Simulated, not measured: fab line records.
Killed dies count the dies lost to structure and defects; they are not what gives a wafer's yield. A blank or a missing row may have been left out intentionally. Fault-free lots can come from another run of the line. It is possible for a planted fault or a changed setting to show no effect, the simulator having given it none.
A lot that was struck, set against a sound lot    flow nand-harc    13 out of 1159 route steps
Sound: these wafers, L489.1, L489.4, L489.6. The struck wafers were L504.4, L504.5, L504.6. Last of all comes the cause.
Per side, at each step with rows, come the tool, then ch with its chambers, and then its first start. Under that, the readings that differ: sound wafers    struck wafers    difference of the means    sigmas: that difference in standard deviations of wafers without a fault.
alike: readings whose means differ by less than 2 such deviations, and words and numbers that are the same on both sides. not compared: withheld readings, readings that some wafer has no value for, bounds like >300 that may hide the same value, and numbers for which the record gives no deviation and whose values overlap.
Wherever a step has rows on one side only, a row that says differs or no value, or a row with sigmas, the two part there. Numbers that don't overlap but have no deviation are shown without sigmas and don't part them. A reading that every wafer of one side lacks parts them only if that side has two wafers or more.

NHARC_A_STAIRCASE_TRIM_235: chemistry O2, time 211.2 s.
  sound: rie-diel-12 ch 1,2; struck: rie-diel-12 ch 0,1,3
  alike: drypump-motor-current-A, oes-product-au, rf-vpp-V, showerhead-plenum-p-Torr, throttle-valve-pct
  not compared: rf-hours-counter-h
NHARC_A_STAIRCASE_ETCH_236: etches the open film in C4F8/O2, target depth 100 nm, time 40.5 s.
  sound: rie-diel-12 ch 0,1,2; struck: rie-diel-12 ch 0,1,3
  alike: oes-product-au, rf-fwd-power-W, rf-vpp-V
  not compared: rf-hours-counter-h
NHARC_A_STAIRCASE_STRIP_238: strips in O2.
  sound on plasma-asher-01 ch 0, day 11 18:29; struck on plasma-asher-02 ch 0,1, day 15 07:10
  alike: drypump-motor-current-A, heater-power-w
  not compared: rf-hours-counter-h
then, 8 steps without rows for these wafers: NHARC_A_STAIRCASE_STRIP_239 (strips in SPM, time 900 s); NHARC_A_STAIRCASE_PRECLEAN_240 (cleans in SC1); NHARC_A_STAIRCASE_SRD_241; NHARC_A_STAIRCASE_DEHYDRATE_242 (time 120 s); NHARC_A_STAIRCASE_HMDS_243 (time 30 s); NHARC_A_STAIRCASE_COAT_244; NHARC_A_STAIRCASE_SOFTBAKE_245 (time 170 s); NHARC_A_STAIRCASE_EBR_246.
NHARC_A_STAIRCASE_EXPOSE_247: exposes mask SDS 1.
  sound on krf-scanner-03 ch 0, day 11 19:31; struck on krf-scanner-01, day 15 08:11
  no value came back on the struck wafers for exposure-dose-mJ-cm2, focus-offset-nm (nm); on the sound wafers exposure-dose-mJ-cm2 reads 25.287 25.314 25.319
  alike: mask
then, 1 step without rows for these wafers: NHARC_A_STAIRCASE_PEB_248 (peb time 130 s).

WHERE THEY PART
At NHARC_A_STAIRCASE_EXPOSE_247 and nowhere else, as far as this record goes.

WHY: what had been put in by the simulator
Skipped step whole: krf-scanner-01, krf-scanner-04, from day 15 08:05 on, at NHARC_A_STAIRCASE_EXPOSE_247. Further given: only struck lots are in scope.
